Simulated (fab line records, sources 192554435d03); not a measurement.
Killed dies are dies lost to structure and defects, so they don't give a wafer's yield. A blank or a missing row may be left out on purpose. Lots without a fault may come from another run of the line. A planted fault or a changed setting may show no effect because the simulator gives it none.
fab line records | flow n5_finfet
record lots=11 wafers=32 last_day=18
route steps=1938 shown PMOS_HMC_CHANNEL_EPI@67 FIN_SAQP@96 PASSIVATION@1936
lots that met no fault: from a run of the same line without faults
start_h: hours from the record's first day to the start of the lot's first wafer shown | wait_h: hours since the lot's step before | " the same as in the row above | L1.1+2: a row that stands for several wafers | - no value, or no start given | * or withheld: withheld | < > ~ a bound
route shown NAME@n: a module of which the file shows steps, and the number in the route of the first | usual: mean/standard deviation of fault-free wafers | same: alike in all rows | chamber/n: place in a boat | sites: the reading at each site | _std_site: their standard deviation | _edge_site: outer sites' mean less inner sites' | radius_mm: how far each site lies from the wafer's centre | mask NAME#n: copy n | behind: the tool/chamber that last shaped the wafer | hold: why the lot was held/for how many hours/how that ended | device: the transistor (n, p or np) that didn't switch | end of line: the same wafers' tests at the end of the route | a step without rows: its recipe alone | killed: dies lost to structure and defects at the first sort, not the wafer's yield | map: a wafer's dies, x killed, . not, _ none there
set.NAME: the setting as run; set.NAME@STEP: as run at that earlier step | model.NAME: the simulator's own value behind a step, which no gauge read
steps of the route over a sample of lots; a table a step, a row a wafer
services: from which hour (start_h, from the record's first day; less than 0 if before it) a tool's chamber was out of use, for how many hours, and why
## steps
# step N5_PMOS_HMC_CHANNEL_EPI_INSPECT_11
# recipe mode=adi inspect_instrument=macro
# usual raw_defect_count=1.9/1.4
# columns lot.wafer tool chamber start_h wait_h raw_defect_count
L865.1 defect_inspect-01 - 17.52 0.0 3
L865.4 " - " " 3
L865.6 " - " " 0
L866.2 defect_inspect-01 - 22.95 0.0 1
L866.3 " - " " 3
L866.6 " - " " 4
L867.1 defect_inspect-01 - 29.41 0.0 3
L867.3 " - " " 3
L867.6 " - " " 0
L868.2 defect_inspect-02 - 35.05 0.0 2
L868.6 " - " " 3
L871.1 defect_inspect-02 - 53.92 0.0 2
L871.3 " - " " 2
L871.5 " - " " 1
L873.2 defect_inspect-02 - 65.54 0.0 3
L873.3 " - " " 0
L873.4 " - " " 2
L878.2 defect_inspect-01 - 94.96 0.0 1
L878.5 " - " " 5
L878.6 " - " " 1
L882.2 defect_inspect-01 - 119.18 0.0 0
L882.3 " - " " 1
L882.5 " - " " 1
L884.3 defect_inspect-01 - 131.59 0.0 2
L884.5 " - " " 1
L884.6 " - " " 6
L885.2 defect_inspect-02 - 137.80 0.0 5
L885.3 " - " " 1
L885.6 " - " " 3
L886.2 defect_inspect-01 - 143.50 0.0 2
L886.5 " - " " 1
L886.6 " - " " 0
# step N5_PMOS_HMC_CHANNEL_EPI_PRECLEAN_40
# recipe chemistry=DHF time_s=30 temp_c=25 dilution=withheld
# columns lot.wafer tool chamber start_h wait_h
L865.1+4+6 wet_bench-05 2,3,1 20.18 0.0
L866.2+3+6 wet_bench-03 0,3,4 25.67 0.0
L867.1+3+6 wet_bench-03 5,6,4 31.73 0.0
L868.2+6 wet_bench-03 1,0 37.77 0.0
L871.1+3+5 wet_bench-04 7,0,1 56.24 0.0
L873.2+3+4 wet_bench-05 1,4,0 68.26 0.0
L878.2+5+6 wet_bench-04 2,3,5 97.68 0.0
L882.2+3+5 wet_bench-04 7,4,3 121.50 0.0
L884.3+5+6 wet_bench-03 5,6,2 133.91 0.0
L885.2+3+6 wet_bench-05 1,6,2 140.52 0.0
L886.2+5+6 wet_bench-05 0,7,5 146.24 0.0
# step N5_PMOS_HMC_CHANNEL_EPI_INSPECT_30
# recipe inspect_instrument=darkfield mode=post_epi
# usual raw_defect_count=20/6.6
# columns lot.wafer tool chamber start_h wait_h raw_defect_count
L865.1 defect_inspect-02 - 20.63 0.0 14
L865.4 " - " " 20
L865.6 " - " " 26
L866.2 defect_inspect-02 - 26.12 0.0 35
L866.3 " - " " 26
L866.6 " - " " 24
L867.1 defect_inspect-02 - 32.18 0.0 21
L867.3 " - " " 19
L867.6 " - " " 20
L868.2 defect_inspect-01 - 38.22 0.0 32
L868.6 " - " " 29
L871.1 defect_inspect-02 - 56.80 0.0 21
L871.3 " - " " 20
L871.5 " - " " 34
L873.2 defect_inspect-02 - 68.71 0.0 15
L873.3 " - " " 13
L873.4 " - " " 11
L878.2 defect_inspect-02 - 98.37 0.0 1235
L878.5 " - " " 1249
L878.6 " - " " 1245
L882.2 defect_inspect-02 - 121.95 0.0 1230
L882.3 " - " " 1187
L882.5 " - " " 1143
L884.3 defect_inspect-02 - 134.36 0.0 18
L884.5 " - " " 20
L884.6 " - " " 12
L885.2 defect_inspect-01 - 141.08 0.0 18
L885.3 " - " " 15
L885.6 " - " " 20
L886.2 defect_inspect-01 - 146.69 0.0 15
L886.5 " - " " 35
L886.6 " - " " 20
# step N5_FIN_SAQP_HM_DEP_03
# recipe material=SiNx target_thk_a=380 temp_c=400 precursor=SiH4/NH3/N2 pressure_torr=1.5 rf_w=300 time_s=33.6
# usual heater_power_w=746/86 showerhead_plenum_p_Torr=5.17/0.061 throttle_valve_pct=39.7/1.7
# columns lot.wafer tool chamber start_h wait_h heater_power_w showerhead_plenum_p_Torr throttle_valve_pct
L865.1 pecvd-03 0 21.34 0.2 785 5.32 36.8
L865.4 " 0 " " 641 5.34 36.9
L865.6 " 1 " " 855 5.12 42.7
L866.2 pecvd-01 0 26.67 0.2 635 5.13 39.1
L866.3 " 2 " " 771 5.22 43.4
L866.6 " 2 " " 784 5.22 43.1
L867.1 pecvd-01 2 33.20 0.2 789 5.22 43.5
L867.3 " 0 " " 702 5.13 38.9
L867.6 " 2 " " 784 5.23 43.2
L868.2 pecvd-02 0 39.24 0.2 781 5.16 41.1
L868.6 " 1 " " 610 5.17 39.5
L871.1 pecvd-02 1 57.34 0.2 743 5.16 39.5
L871.3 " 2 " " 871 5.09 37.9
L871.5 " 2 " " 869 5.09 37.8
L873.2 pecvd-02 1 69.26 0.2 668 5.17 39.6
L873.3 " 0 " " 743 5.16 41.4
L873.4 " 0 " " 748 5.16 41.2
L878.2 pecvd-02 0 98.99 0.2 711 5.15 41.3
L878.5 " 0 " " 709 5.17 41.3
L878.6 " 1 " " 722 5.17 39.6
L882.2 pecvd-02 1 123.21 0.2 706 5.16 39.6
L882.3 " 2 " " 855 5.10 38.1
L882.5 " 2 " " 879 5.10 38.2
L884.3 pecvd-01 0 134.91 0.1 598 5.14 39.0
L884.5 " 0 " " 602 5.15 39.3
L884.6 " 1 " " 743 5.14 39.6
L885.2 pecvd-03 0 141.62 0.2 751 5.33 37.2
L885.3 " 2 " " 593 5.21 40.5
L885.6 " 2 " " 605 5.20 40.9
L886.2 pecvd-02 0 147.26 0.2 798 5.17 41.2
L886.5 " 0 " " 775 5.16 41.5
L886.6 " 1 " " 758 5.18 39.4
# step N5_FIN_SAQP_PECVD_48
# recipe material=SiNx target_thk_a=250 temp_c=400 precursor=SiH4/NH3/N2 pressure_torr=1.5 rf_w=300 time_s=22.1
# usual heater_power_w=759/84 showerhead_plenum_p_Torr=5.16/0.061 throttle_valve_pct=39.7/1.7
# columns lot.wafer tool chamber start_h wait_h heater_power_w showerhead_plenum_p_Torr throttle_valve_pct
L865.1 pecvd-01 1 21.51 0.0 804 5.13 39.8
L865.4 " 1 " " 799 5.12 39.8
L865.6 " 2 " " 708 5.21 43.2
L866.2 pecvd-02 2 26.84 0.0 848 5.12 37.5
L866.3 " 1 " " 683 5.18 39.6
L866.6 " 0 " " 784 5.16 41.5
L867.1 pecvd-02 1 33.37 0.0 698 5.17 39.4
L867.3 " 2 " " 822 5.10 37.5
L867.6 " 0 " " 827 5.16 41.2
L868.2 pecvd-01 0 39.43 0.0 666 5.13 38.8
L868.6 " 0 " " 678 5.14 38.7
L871.1 pecvd-01 0 57.50 0.0 662 5.14 39.1
L871.3 " 2 " " 705 5.22 43.1
L871.5 " 2 " " 709 5.23 43.6
L873.2 pecvd-01 0 69.45 0.0 683 5.12 38.7
L873.3 " 1 " " 734 5.12 39.9
L873.4 " 0 " " 727 5.15 39.0
L878.2 pecvd-03 2 99.16 0.0 620 5.20 40.6
L878.5 " 1 " " 831 5.13 43.0
L878.6 " 0 " " 728 5.35 36.8
L882.2 pecvd-01 2 123.39 0.0 773 5.20 38.7
L882.3 " 1 " " 811 5.12 39.6
L882.5 " 2 " " 801 5.19 38.7
L884.3 pecvd-02 1 135.08 0.0 716 5.18 39.6
L884.5 " 2 " " 907 5.11 37.9
L884.6 " 0 " " 829 5.16 41.1
L885.2 pecvd-02 0 141.78 0.0 815 5.17 41.4
L885.3 " 2 " " 915 5.10 38.1
L885.6 " 2 " " 909 5.10 38.0
L886.2 pecvd-03 0 147.43 0.0 736 5.32 37.1
L886.5 " 1 " " 826 5.13 42.9
L886.6 " 0 " " 750 5.34 37.0
# step N5_FIN_SAQP_INSPECT_18
# recipe mode=adi inspect_instrument=brightfield
# usual raw_defect_count=433/120
# columns lot.wafer tool chamber start_h wait_h raw_defect_count
L865.1 defect_inspect-01 - 22.18 0.0 425
L865.4 " - " " 418
L865.6 " - " " 399
L866.2 defect_inspect-01 - 27.51 0.0 506
L866.3 " - " " 466
L866.6 " - " " 373
L867.1 defect_inspect-01 - 33.93 0.0 406
L867.3 " - " " 496
L867.6 " - " " 303
L868.2 defect_inspect-02 - 40.15 0.0 400
L868.6 " - " " 461
L871.1 defect_inspect-01 - 58.18 0.0 436
L871.3 " - " " 313
L871.5 " - " " 524
L873.2 defect_inspect-01 - 70.17 0.0 473
L873.3 " - " " 386
L873.4 " - " " 609
L878.2 defect_inspect-01 - 99.86 0.0 1570
L878.5 " - " " 1707
L878.6 " - " " 1724
L882.2 defect_inspect-01 - 124.14 0.0 1559
L882.3 " - " " 1947
L882.5 " - " " 1879
L884.3 defect_inspect-02 - 135.75 0.0 354
L884.5 " - " " 486
L884.6 " - " " 519
L885.2 defect_inspect-01 - 142.33 0.0 493
L885.3 " - " " 397
L885.6 " - " " 368
L886.2 defect_inspect-02 - 148.11 0.0 261
L886.5 " - " " 231
L886.6 " - " " 204
# step N5_FIN_SAQP_INSPECT_40
# recipe inspect_instrument=brightfield mode=aei
# usual raw_defect_count=233/68
# columns lot.wafer tool chamber start_h wait_h raw_defect_count
L865.1 defect_inspect-01 - 26.79 0.0 311
L865.4 " - " " 264
L865.6 " - " " 272
L866.2 defect_inspect-01 - 31.91 0.0 209
L866.3 " - " " 209
L866.6 " - " " 198
L867.1 defect_inspect-02 - 39.66 0.0 144
L867.3 " - " " 221
L867.6 " - " " 272
L868.2 defect_inspect-02 - 46.55 0.0 319
L868.6 " - " " 283
L871.1 defect_inspect-02 - 63.32 0.0 331
L871.3 " - " " 272
L871.5 " - " " 477
L873.2 defect_inspect-02 - 74.58 0.0 167
L873.3 " - " " 288
L873.4 " - " " 225
L878.2 defect_inspect-01 - 104.50 0.0 1370
L878.5 " - " " 1368
L878.6 " - " " 1404
L882.2 defect_inspect-02 - 129.50 0.0 1401
L882.3 " - " " 1422
L882.5 " - " " 1360
L884.3 defect_inspect-01 - 140.19 0.0 161
L884.5 " - " " 209
L884.6 " - " " 315
L885.2 defect_inspect-01 - 147.09 0.0 291
L885.3 " - " " 135
L885.6 " - " " 246
L886.2 defect_inspect-01 - 152.86 0.0 186
L886.5 " - " " 156
L886.6 " - " " 142
# step N5_PASSIVATION_PROBE_49
# usual killed_at_M0_to_M3=32/11 killed_at_M4_up=12/4.4 killed_at_contacts=13/6.1 killed_at_front_end=39/12 killed_at_other=3.9/3 killed_dies=100/17 killed_on_rim=13/3.9 killed_open=66/12 killed_short=33/7.4
# same gross_dies=1180 killed_at_back_side=0
# columns lot.wafer tool chamber start_h wait_h killed_at_M0_to_M3 killed_at_M4_up killed_at_contacts killed_at_front_end killed_at_other killed_dies killed_on_rim killed_open killed_short
L873.2 prober-02 - 332.03 0.1 36 13 19 35 6 109 15 64 45
L873.3 prober-02 - 332.08 0.1 23 13 13 59 6 114 13 68 42
L873.4 prober-02 - 332.13 0.2 18 6 10 46 2 82 8 46 36
L878.2 prober-02 - 349.30 0.1 24 7 5 184 0 220 11 41 23
L878.5 prober-02 - 349.45 0.2 35 20 3 156 2 216 26 48 39
L878.6 prober-02 - 349.50 0.3 20 10 7 176 1 214 18 40 28
L882.2 prober-02 - 378.28 0.1 31 6 11 167 1 216 27 50 28
L882.3 prober-02 - 378.33 0.1 29 14 9 104 8 164 36 59 34
L882.5 prober-02 - 378.43 0.2 20 7 4 151 4 186 29 34 28
L886.2 prober-01 - 421.79 0.1 22 14 5 58 5 104 16 72 31
L886.5 prober-01 - 421.94 0.2 24 9 19 32 5 89 14 63 24
L886.6 prober-01 - 421.99 0.3 15 11 8 36 9 79 9 55 23
# killed by level:class
L873.2 MOL_CONTACT_COAG:geometric_particle:open=16 BEOL_M0_SAQP:geometric_particle:short=11 STI_FIN_REVEAL:geometric_particle:open=9 FIN_SAQP:geometric_particle:short=8 BEOL_M0_SAQP:geometric_particle:open=8 BEOL_M2:geometric_particle:open=6 BEOL_M3:geometric_particle:short=5 BEOL_M5:geometric_particle:open=5
L873.3 STI_FIN_REVEAL:geometric_particle:open=15 MOL_CONTACT_COAG:geometric_particle:open=11 FIN_SAQP:geometric_particle:short=9 BEOL_M0_SAQP:geometric_particle:short=9 FIN_SAQP:geometric_particle:open=7 BEOL_M4:geometric_particle:open=7 STI_FIN_REVEAL:geometric_particle:short=5 GATE_CUT:geometric_particle:short=5
L873.4 FIN_SAQP:geometric_particle:short=8 MOL_CONTACT_COAG:geometric_particle:open=7 FIN_SAQP:geometric_particle:open=6 STI_FIN_REVEAL:geometric_particle:open=6 STI_FIN_REVEAL:geometric_particle:short=5 BEOL_M0_SAQP:geometric_particle:short=5 STARTING-WAFER:geometric_particle:open=4 BEOL_M1:geometric_particle:open=4
L878.2 PMOS_HMC_CHANNEL_EPI:unspecified=154 BEOL_M3:geometric_particle:open=7 FIN_SAQP:geometric_particle:short=6 STI_FIN_REVEAL:geometric_particle:open=6 STARTING-WAFER:geometric_particle:short=5 GATE_CUT:geometric_particle:short=4 MOL_CONTACT_COAG:geometric_particle:open=4 BEOL_M1:geometric_particle:open=4
L878.5 PMOS_HMC_CHANNEL_EPI:unspecified=127 BEOL_M0_SAQP:geometric_particle:short=12 BEOL_M0_SAQP:geometric_particle:open=10 BEOL_M1:geometric_particle:open=8 BEOL_M4:geometric_particle:open=7 GATE_CUT:geometric_particle:short=5 GATE_CUT:geometric_particle:open=5 BEOL_M4:geometric_particle:short=5
L878.6 PMOS_HMC_CHANNEL_EPI:unspecified=146 FIN_SAQP:geometric_particle:short=9 BEOL_M2:geometric_particle:open=5 BEOL_M4:geometric_particle:open=5 DUMMY_GATE:geometric_particle:open=4 MOL_CONTACT_COAG:geometric_particle:open=4 STARTING-WAFER:geometric_particle:open=4 GATE_CUT:geometric_particle:open=3
L882.2 PMOS_HMC_CHANNEL_EPI:unspecified=137 STI_FIN_REVEAL:geometric_particle:open=11 BEOL_M2:geometric_particle:open=9 MOL_CONTACT_COAG:geometric_particle:open=6 FIN_SAQP:geometric_particle:short=5 MOL_CONTACT_COAG:geometric_particle:short=4 BEOL_M0_SAQP:geometric_particle:short=4 BEOL_M0_SAQP:geometric_particle:open=4
L882.3 PMOS_HMC_CHANNEL_EPI:unspecified=68 BEOL_M0_SAQP:geometric_particle:open=10 FIN_SAQP:geometric_particle:open=8 BEOL_M4:geometric_particle:open=8 GATE_CUT:geometric_particle:short=7 MOL_CONTACT_COAG:geometric_particle:open=7 BEOL_M0_SAQP:geometric_particle:short=7 STI_FIN_REVEAL:geometric_particle:open=5
L882.5 PMOS_HMC_CHANNEL_EPI:unspecified=124 FIN_SAQP:geometric_particle:short=6 STARTING-WAFER:geometric_particle:short=5 BEOL_M0_SAQP:geometric_particle:short=4 BEOL_M3:geometric_particle:open=4 BEOL_M4:geometric_particle:open=4 FIN_SAQP:geometric_particle:open=3 STI_FIN_REVEAL:geometric_particle:open=3
L886.2 FIN_SAQP:geometric_particle:open=29 FIN_SAQP:geometric_particle:short=11 BEOL_M3:geometric_particle:open=8 BEOL_M0_SAQP:geometric_particle:short=6 MOL_CONTACT_COAG:geometric_particle:open=5 STI_FIN_REVEAL:geometric_particle:open=4 BEOL_M1:geometric_particle:open=4 BEOL_M4:geometric_particle:open=4
L886.5 MOL_CONTACT_COAG:geometric_particle:open=16 FIN_SAQP:geometric_particle:open=12 BEOL_M1:geometric_particle:open=10 GATE_CUT:geometric_particle:open=4 BEOL_M0_SAQP:geometric_particle:short=4 BEOL_M5:geometric_particle:short=3 STI_FIN_REVEAL:geometric_particle:open=3 DUMMY_GATE:geometric_particle:open=3
L886.6 FIN_SAQP:geometric_particle:open=9 FIN_SAQP:geometric_particle:short=7 STI_FIN_REVEAL:geometric_particle:open=6 MOL_CONTACT_COAG:geometric_particle:open=6 BEOL_M3:geometric_particle:open=4 BEOL_M4:geometric_particle:open=4 MIM_TOP_ETCH:geometric_particle:open=4 STARTING-WAFER:geometric_particle:open=4
## services
# columns tool chamber start_h hours kind
pecvd-02 - 6.03 2.8 pm
pecvd-01 - 8.06 0.9 repair
pecvd-01 2 38.60 2.1 scheduled_down
pecvd-01 2 40.76 13.3 repair
pecvd-01 2 66.34 5.5 scheduled_down
wet_bench-03 - 88.96 2.3 repair
pecvd-01 - 104.26 0.7 repair
pecvd-01 0 120.29 5.2 repair
pecvd-01 1 139.24 2.1 scheduled_down
wet_bench-05 - 140.61 2.7 repair
## key
first_sign step=N5_PMOS_HMC_CHANNEL_EPI_INSPECT_30 reading=raw_defect_count direction=up sigmas=99+ usual=20 struck=1215
effect step=N5_FIN_SAQP_INSPECT_18 reading=raw_defect_count direction=up sigmas=11 usual=433 struck=1731
effect step=N5_FIN_SAQP_INSPECT_40 reading=raw_defect_count direction=up sigmas=17 usual=233 struck=1388
effect step=N5_PASSIVATION_PROBE_49 reading=killed_at_front_end direction=up sigmas=10 usual=39 struck=156
more_kills_born_at N5_PMOS_HMC_CHANNEL_EPI_PRECLEAN_40@wet_bench-04=756
met_at N5_PMOS_HMC_CHANNEL_EPI_PRECLEAN_40
struck_lots L878,L882
tester_left_out L878,L882
not_acting_at N5_PMOS_HMC_CHANNEL_EPI_INSPECT_11,N5_FIN_SAQP_HM_DEP_03,N5_FIN_SAQP_PECVD_48
onset_between 56.24 97.68
fault kind=chamber_particle_source tool=wet_bench-04 chamber=- onset_h=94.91 steps=N5_PMOS_HMC_CHANNEL_EPI_PRECLEAN_40 rate_per_visit_cm2=1.8469 end_h=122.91
# tester_left_out: of these lots the tester's yield and bins aren't shown, on N5 and GAA mostly nor the transistor test; their killed dies are dies lost to structure and defects alone, not to doping, threshold or leakage, so they don't give the yield
